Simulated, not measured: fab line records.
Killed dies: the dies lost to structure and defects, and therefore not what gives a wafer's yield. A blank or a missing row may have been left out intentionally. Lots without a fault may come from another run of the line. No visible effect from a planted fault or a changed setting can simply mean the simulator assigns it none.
Matching of chambers | flow nand harc | NHARC_P_GATE_DESCUM_31 on rie diel-02: 4 sister chambers
The step chemistry O2, time 3 s. 14 wafers are shown with their chamber, then 7 later ones without.

## EACH WAFER AND ITS CHAMBER
wafer  | chamber | drypump motor current A (A) | showerhead plenum p Torr (Torr) | oes product au (a.u.)
L076.2 | 0       | 5.7                         | 1.99                            | 1.008
L076.3 | 1       | 6.0                         | 1.99                            | 1.001
L076.4 | 3       | 4.9                         | 1.92                            | 0.999
L085.1 | 2       | 6.3                         | 1.92                            | 0.984
L085.2 | 0       | 5.6                         | 1.98                            | 1.006
L085.5 | 0       | 5.6                         | 1.98                            | 1.012
L089.2 | 3       | 5.0                         | 1.91                            | 0.984
L089.4 | 2       | 6.3                         | 1.92                            | 0.981
L089.5 | 3       | 5.0                         | 1.91                            | 0.991
L091.1 | 1       | 6.0                         | 1.99                            | 1.005
L091.2 | 3       | 5.0                         | 1.91                            | 0.997
L091.3 | 0       | 5.6                         | 1.98                            | 0.995
L092.1 | 0       | 5.6                         | 1.98                            | 1.003
L092.4 | 3       | 5.0                         | 1.91                            | 0.995

SIGNATURES (means of the wafers above)
reading                  | chamber 0 | chamber 1 | chamber 2 | chamber 3 | scatter within a chamber
drypump motor current A  | 5.620     | 6.000     | 6.300     | 4.980     | 0.04
showerhead plenum p Torr | 1.9820    | 1.9900    | 1.9200    | 1.9120    | 0.004
oes product au           | 1.00480   | 1.00300   | 0.98250   | 0.99320   | 0.00562
Rule: a wafer lies at a distance from a chamber equal to the root of the sum of squares, over the readings, of (its reading less the chamber's mean, divided by the reading's scatter). The wafer belongs to the nearest chamber; if the next one is less than 2 further off, it can't be placed. The scatter: take each reading less its chamber's mean, square it, sum over the shown wafers, divide by the number of wafers less the number of chambers, and take the root.

## WAFERS MISSING THEIR CHAMBER
wafer  | drypump motor current A (A) | showerhead plenum p Torr (Torr) | oes product au (a.u.)
L092.6 | 6.3                         | 1.92                            | 1.000
L096.1 | 5.7                         | 1.98                            | 0.997
L096.4 | 6.0                         | 1.99                            | 1.008
L096.6 | 5.6                         | 1.98                            | 0.997
L097.3 | 5.0                         | 1.91                            | 1.000
L097.4 | 6.3                         | 1.92                            | 0.997
L097.6 | 5.0                         | 1.91                            | 1.002

## WHICH CHAMBER EACH ONE RAN IN
wafer  | from the rows above | in truth
L092.6 | 2                   | 2
L096.1 | 0                   | 0
L096.4 | 1                   | 1
L096.6 | 0                   | 0
L097.3 | 3                   | 3
L097.4 | 2                   | 2
L097.6 | 3                   | 3
7 of 7 placed correctly. Can't be placed from these rows: 0. 0 placed wrongly.
